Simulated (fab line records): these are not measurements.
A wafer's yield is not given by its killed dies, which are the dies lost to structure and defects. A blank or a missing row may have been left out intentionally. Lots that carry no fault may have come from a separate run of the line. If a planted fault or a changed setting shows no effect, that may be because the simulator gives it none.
Which of the tools did it?    flow n5Finfet    Sampling: 10 lots, 30 wafers, 4 of 1938 route steps

== WHAT EACH GAUGE READ, for each wafer ==
N5_BEOL_M13_INSPECT_55: inspects for defects (darkfield). Usual: rawDefectCount reads 69 (standard deviation 23).
lot   measured      on                rawDefectCount  flag
L282  day 11 06:50  defectInspect-01  62 76 80        
L285  day 11 20:55  defectInspect-02  76 53 46        
L286  day 12 00:18  defectInspect-01  51 36 51        
L290  day 13 00:18  defectInspect-02  85 69 36        
L289  day 13 05:32  defectInspect-01  53 64 62        
L288  day 13 10:30  defectInspect-01  59 729 147      OFF
L291  day 13 14:28  defectInspect-01  120 65 94       
L302  day 15 21:33  defectInspect-02  89 60 50        
L304  day 17 04:05  defectInspect-02  48 57 51        
L305  day 17 05:16  defectInspect-01  62 55 58        

== WHAT TOOL EACH LOT RAN ON (gives the tool, then ch and the chambers of the sampled wafers, and finally the start) ==
lot   N5_BEOL_M13_STRIP_37                 N5_BEOL_M13_SPUTTER_44       N5_BEOL_M13_CMP_49
L282  plasmaAsher-02 ch 0,1, day 11 04:16  pvdSputter-01, day 11 05:44  cmp-03 ch 0,2,3, day 11 06:23
L285  plasmaAsher-02 ch 0,1, day 11 17:16  pvdSputter-01, day 11 18:32  cmp-03 ch 1,2,3, day 11 20:28
L286  plasmaAsher-01 ch 0,1, day 11 20:16  pvdSputter-01, day 11 23:11  cmp-03 ch 0,1,2, day 11 23:58
L290  plasmaAsher-02 ch 0,1, day 12 22:38  pvdSputter-03, day 12 23:11  cmp-04 ch 1,2, day 12 23:51
L289  plasmaAsher-02 ch 0, day 13 03:44    pvdSputter-02, day 13 04:24  cmp-04 ch 1,3, day 13 05:06
L288  plasmaAsher-02 ch 0,1, day 13 08:15  pvdSputter-02, day 13 09:23  cmp-04 ch 0,1,3, day 13 10:03
L291  plasmaAsher-02 ch 0,1, day 13 08:41  pvdSputter-02, day 13 12:47  cmp-01 ch 1,2,3, day 13 14:04
L302  plasmaAsher-02 ch 0,1, day 15 18:57  pvdSputter-01, day 15 20:23  cmp-01 ch 0,1,2, day 15 21:07
L304  plasmaAsher-01 ch 0,1, day 17 00:42  pvdSputter-03, day 17 02:50  cmp-01 ch 0,2,3, day 17 03:43
L305  plasmaAsher-02 ch 0,1, day 17 02:04  pvdSputter-02, day 17 03:04  cmp-01 ch 1,2,3, day 17 04:51
- N5_BEOL_M13_STRIP_37: strips in N2/H2.
- N5_BEOL_M13_SPUTTER_44: material Ta, target thk 10 nm, time 16.13 s.
- N5_BEOL_M13_CMP_49: polishes, stops on SiOC, t overpolish 17.1 s, target thk 420 nm.

== WHAT THE TOOLS THEMSELVES READ (means of the sampled wafers that have a number; where no wafer has one, the mark that the record gives instead) ==
N5_BEOL_M13_STRIP_37. Usual: drypumpMotorCurrentA 5.8 A, standard deviation 0.37; heaterPowerW 345 W, standard deviation 12; oesProductAu 0.783 a.u., standard deviation 0.011.
lot   tool            drypumpMotorCurrentA (A)  heaterPowerW (W)  oesProductAu (a.u.)  flag
L282  plasmaAsher-02  6.0                       343               0.787                
L285  plasmaAsher-02  6.0                       341               0.775                
L286  plasmaAsher-01  5.4                       338               0.777                
L290  plasmaAsher-02  5.9                       346               0.782                
L289  plasmaAsher-02  5.6                       355               0.776                
L288  plasmaAsher-02  6.0                       343               0.784                
L291  plasmaAsher-02  5.8                       349               0.779                
L302  plasmaAsher-02  5.8                       353               0.783                
L304  plasmaAsher-01  5.7                       346               0.771                
L305  plasmaAsher-02  5.8                       347               0.791                

N5_BEOL_M13_SPUTTER_44. Usual: biasV 80.1 V, standard deviation 0.77; cathodeDcPowerW 15000 W, standard deviation 2.8; throttleValvePct 29.6 %, standard deviation 1.1.
lot   tool           biasV (V)  cathodeDcPowerW (W)  throttleValvePct (%)  flag
L282  pvdSputter-01  80.5       15000                28.1                  
L285  pvdSputter-01  81.0       14998                28.3                  
L286  pvdSputter-01  79.8       15001                29.2                  
L290  pvdSputter-03  79.7       15000                29.6                  
L289  pvdSputter-02  80.3       15002                29.9                  
L288  pvdSputter-02  80.5       15001                30.6                  
L291  pvdSputter-02  79.8       15001                30.0                  
L302  pvdSputter-01  80.7       15003                29.0                  
L304  pvdSputter-03  79.3       15002                30.2                  
L305  pvdSputter-02  80.4       15000                30.7                  

N5_BEOL_M13_CMP_49. Usual: barrierFieldEndpointS 30.1 s, standard deviation 0.69; clearingPlatenRpm 50.000 rpm, standard deviation 0.025; motorCurrentA 6.0 A, standard deviation 0.74; overpolishRunS 17.099 s, standard deviation 0.0092.
lot   tool    barrierFieldEndpointS (s)  clearingPlatenRpm (rpm)  motorCurrentA (A)  overpolishRunS (s)  flag
L282  cmp-03  29.8                       50.022                   6.0                17.099              
L285  cmp-03  30.3                       50.011                   5.7                17.094              
L286  cmp-03  29.8                       50.018                   6.4                17.107              
L290  cmp-04  30.8                       49.991                   5.6                17.106              
L289  cmp-04  30.2                       50.006                   5.7                17.102              
L288  cmp-04  29.8                       50.003                   5.8                17.098              
L291  cmp-01  30.1                       50.004                   6.4                17.106              
L302  cmp-01  29.6                       50.020                   5.9                17.096              
L304  cmp-01  29.5                       49.996                   6.2                17.093              
L305  cmp-01  29.2                       49.989                   6.3                17.099              

== THE ANSWER, worked out from the rows above alone ==
Rule: take the mean of a lot's wafers that have a number; if it is more than 3 standard deviations from the usual mean, the lot is off. A lot without any number at a reading at which 4 lots or more have one is off too. The other lots that the step has rows for count as sound. First the gauges in route order, then the tools' own readings, where a lot's mean is used as printed above. The first step at which some lot is off is used, and at that step the reading that is off furthest; a lot without a number counts as furthest.
Off: L288, at N5_BEOL_M13_INSPECT_55 (rawDefectCount).
A tool fits if, at a process step before that reading, it ran every lot that is off, and no sound lot after the first of them. The gauges at N5_BEOL_M13_INSPECT_55 are tried like those tools. One fits: cmp-04 at N5_BEOL_M13_CMP_49. A fault onset in the window from L289 (day 13 05:06, its last sound lot) to L288 (day 13 10:03, its first lot off) fits.

== WHAT THE SIMULATOR HAD INSERTED ==
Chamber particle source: cmp-04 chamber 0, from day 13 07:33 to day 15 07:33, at N5_BEOL_M13_CMP_49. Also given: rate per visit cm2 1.
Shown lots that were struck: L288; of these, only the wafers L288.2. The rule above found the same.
